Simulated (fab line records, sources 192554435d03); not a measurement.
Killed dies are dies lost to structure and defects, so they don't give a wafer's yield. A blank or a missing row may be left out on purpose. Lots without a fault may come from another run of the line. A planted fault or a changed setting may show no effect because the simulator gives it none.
Chamber matching | flow n5_finfet | N5_BEOL_M0_ETCH_128 on rie_diel-04: 4 sister chambers
The step etches SiCN in CF4/N2, target depth 12 nm, overetch 5.1 nm, time 21.4 s. 8 wafers are shown with their chamber, then 11 later ones without.

WAFERS WITH THEIR CHAMBER
wafer  | chamber | showerhead_plenum_p_Torr (Torr) | drypump_motor_current_A (A)
L080.3 | 0       | 2.17                            | 5.9
L083.3 | 2       | 2.24                            | 4.9
L084.3 | 3       | 2.27                            | 5.6
L084.5 | 3       | 2.28                            | 5.6
L087.3 | 2       | 2.24                            | 5.0
L087.4 | 0       | 2.17                            | 5.8
L087.5 | 1       | 2.36                            | 5.2
L090.4 | 1       | 2.36                            | 5.2

WAFERS WITHOUT THEIR CHAMBER
wafer  | showerhead_plenum_p_Torr (Torr) | drypump_motor_current_A (A)
L090.5 | 2.16                            | 5.8
L090.6 | 2.36                            | 5.2
L091.1 | 2.36                            | 5.2
L091.3 | 2.16                            | 5.9
L091.6 | 2.27                            | 5.6
L092.1 | 2.27                            | 5.6
L092.2 | 2.23                            | 4.9
L092.5 | 2.16                            | 5.9
L094.2 | 2.16                            | 5.8
L094.3 | 2.27                            | 5.6
L094.4 | 2.23                            | 5.0

WHICH CHAMBER EACH WENT THROUGH
wafer  | from the rows above | in truth
L090.5 | 0                   | 0
L090.6 | 1                   | 1
L091.1 | 1                   | 1
L091.3 | 0                   | 0
L091.6 | 3                   | 3
L092.1 | 3                   | 3
L092.2 | 2                   | 2
L092.5 | 0                   | 0
L094.2 | 0                   | 0
L094.3 | 3                   | 3
L094.4 | 2                   | 2
Placed correctly: 11 of 11. Can't be placed from these rows: 0. Placed wrongly: 0.
How it was worked out, from the rows above alone: a wafer's distance from a chamber is the root of the sum, over the readings, of the square of ((its reading less the chamber's mean) divided by the reading's scatter). The wafer belongs to the nearest chamber; if the next one is less than 2 further off, it can't be placed. A chamber's mean is the mean of its shown wafers. The scatter: the root of (the sum of the squares of (reading less its chamber's mean) over the shown wafers, divided by (wafers less chambers)).
